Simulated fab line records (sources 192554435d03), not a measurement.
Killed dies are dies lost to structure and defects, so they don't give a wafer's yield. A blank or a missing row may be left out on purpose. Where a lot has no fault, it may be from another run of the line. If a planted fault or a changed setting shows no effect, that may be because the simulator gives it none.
Matching of chambers | flow n5 finfet | 4 sister chambers for N5_ILD0_ALD_15 on ald sin-04
The step deposits SiNx, target thk 24 nm, pulse time 1 s, ald cycles 480. 14 wafers are shown with their chamber, then 7 later ones without.

## WAFERS WITH THEIR CHAMBER
wafer  | chamber | heater power w (W) | heater power outer w (W) | chamber pressure Torr (Torr)
L205.1 | 2       | 901                | 466                      | 2.003
L205.3 | 1       | 753                | 448                      | 2.005
L205.5 | 2       | 893                | 491                      | 2.001
L207.1 | 3       | 648                | 409                      | 2.003
L207.5 | 3       | 677                | 402                      | 2.005
L207.6 | 2       | 885                | 492                      | 2.000
L208.3 | 1       | 763                | 466                      | 2.003
L208.5 | 1       | 758                | 461                      | 2.001
L208.6 | 0       | 946                | 591                      | 1.995
L209.3 | 1       | 772                | 450                      | 2.001
L209.4 | 0       | 962                | 597                      | 1.992
L209.6 | 2       | 896                | 475                      | 1.991
L210.3 | 1       | 775                | 462                      | 1.998
L210.4 | 0       | 946                | 599                      | 1.997

SIGNATURES, as means of the wafers listed above
reading               | chamber 0 | chamber 1 | chamber 2 | chamber 3 | scatter within a chamber
heater power w        | 951.33    | 764.20    | 893.75    | 662.50    | 10.3
heater power outer w  | 595.67    | 457.40    | 481.00    | 405.50    | 8.9
chamber pressure Torr | 1.99467   | 2.00160   | 1.99875   | 2.00400   | 0.00356
Rule: distance of a wafer from a chamber = root of the sum over the readings of ((wafer's reading minus chamber's mean) / reading's scatter) squared. The wafer belongs to the nearest chamber; if the next one is less than 2 further off, it can't be placed. The scatter: the root of (the sum of the squares of (reading less its chamber's mean) over the shown wafers, divided by (wafers less chambers)).

## WAFERS WHOSE CHAMBER IS MISSING
wafer  | heater power w (W) | heater power outer w (W) | chamber pressure Torr (Torr)
L210.5 | 754                | 452                      | 1.998
L223.1 | 680                | 411                      | 2.002
L223.4 | 898                | 475                      | 1.999
L223.5 | 886                | 484                      | 2.005
L224.1 | 757                | 455                      | 1.999
L224.3 | 681                | 391                      | 1.998
L224.4 | 961                | 602                      | 2.001

## CHAMBER TAKEN BY EACH
wafer  | from the rows above | in truth
L210.5 | 1                   | 1
L223.1 | 3                   | 3
L223.4 | 2                   | 2
L223.5 | 2                   | 2
L224.1 | 1                   | 1
L224.3 | 3                   | 3
L224.4 | 0                   | 0
7 of 7 placed correctly. Left unplaced by these rows: 0. Placed wrongly: 0.
